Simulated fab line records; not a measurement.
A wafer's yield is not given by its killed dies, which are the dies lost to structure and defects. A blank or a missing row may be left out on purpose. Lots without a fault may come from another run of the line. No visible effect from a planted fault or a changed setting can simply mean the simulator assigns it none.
Comparing a struck lot with a sound one / flow nandHarc / 15 out of 1302 route steps
Sound: the wafers L179.1, L179.3, L179.6. Struck: wafer L185.1 (L185.2, L185.4, from the same lot, were not struck and are left out); the cause is given at the end.
Order at every step that has rows: each side's tool, ch and its chambers, its first start. Under that, the readings that differ: sound wafers / struck wafers / difference of the means / sigmas: that difference in standard deviations of wafers without a fault.
alike: same words and numbers on both sides, and readings whose means sit less than 2 such deviations apart. not compared: any withheld reading, any reading some wafer has no value for, any bound like >300 that may hide the same value, and any number with overlapping values for which the record gives no deviation.
A row with sigmas, a row that says differs or no value, or rows on one side alone: a step with any of these is where the two part. Numbers that don't overlap but have no deviation are shown without sigmas and don't part them. A reading that every wafer of one side lacks parts them only if that side has two wafers or more.

first, 8 steps without rows for these wafers: NHARC_A_CONTACT_COAT_86 (time 75 s); NHARC_A_CONTACT_COAT_87 (time 65 s); NHARC_A_CONTACT_COAT_02 (resist thk 90 nm); NHARC_A_CONTACT_SOFTBAKE_03 (time 55 s); NHARC_A_CONTACT_EBR_04; NHARC_A_CONTACT_EXPOSE_05 (exposes mask A CC); NHARC_A_CONTACT_PEB_06 (peb time 65 s); NHARC_A_CONTACT_DEVELOP_07 (develop time 35 s).
NHARC_A_CONTACT_CD_MEAS_08: the cd target is 200 nm.
  sound on cdSem-03 ch 0, day 27 05:08; struck on cdSem-03 ch 0, day 29 08:56
  alike: cdNm
NHARC_A_CONTACT_OVL_MEAS_09:
  sound: overlay-02 at day 27 05:13; struck: overlay-01 at day 29 09:02
reading=overlayYNm (nm); sound=0.6 0.4 -0.4; struck=2.0; difference=+1.8; sigmas=+2
  alike: overlayXNm
NHARC_A_CONTACT_INSPECT_10:
  sound: defectInspect-01 at day 27 05:16; struck: defectInspect-01 at day 29 09:04
  alike: rawDefectCount
NHARC_A_CONTACT_DESCUM_13: chemistry O2, time 3 s.
  sound on rieDiel-13 ch 0,2, day 27 05:20; struck on rieDiel-10 ch 1, day 29 09:08
  alike: drypumpMotorCurrentA, oesProductAu, rfVppV, showerheadPlenumPTorr, throttleValvePct
  not compared: rfHoursCounterH
NHARC_A_CONTACT_ETCH_88: etches the open film in CF4, target depth 39 nm, time 65 s.
  sound on rieDiel-13 ch 1,3, day 27 05:25; struck on rieDiel-10 ch 2, day 29 09:13
reading=runLengthS (s); sound=86.1 86.1 85.9; struck=68.0; difference=-18.0; sigmas=-33
  alike: cf4FlowSccm, drypumpMotorCurrentA, oesProductAu, rfVppV, showerheadPlenumPTorr, throttleValvePct
  not compared: rfHoursCounterH
NHARC_A_CONTACT_ETCH_89: etches the open film in N2/H2, target depth 260 nm, time 475.3 s.
  sound on rieDiel-13 ch 0,1,2; struck on rieDiel-10 ch 0
  alike: drypumpMotorCurrentA, n2FlowSccm, oesProductAu, rfVppV, runLengthS, showerheadPlenumPTorr, throttleValvePct
  not compared: rfHoursCounterH
-- break in the record here, with 2 days between the starts of the struck wafers on either side (left off in module A_CONTACT, picked up again in module END, where the first step shown is number 1302 on the route) --
NHARC_END_SORT_01:
  at this point the record logs the struck wafers (prober-02 ch 0, day 31 11:17) and has no rows for the sound ones

WHERE THEY PART
Last at NHARC_END_SORT_01 as far as this record goes, first at NHARC_A_CONTACT_OVL_MEAS_09.

WHY: whatever the simulator had introduced
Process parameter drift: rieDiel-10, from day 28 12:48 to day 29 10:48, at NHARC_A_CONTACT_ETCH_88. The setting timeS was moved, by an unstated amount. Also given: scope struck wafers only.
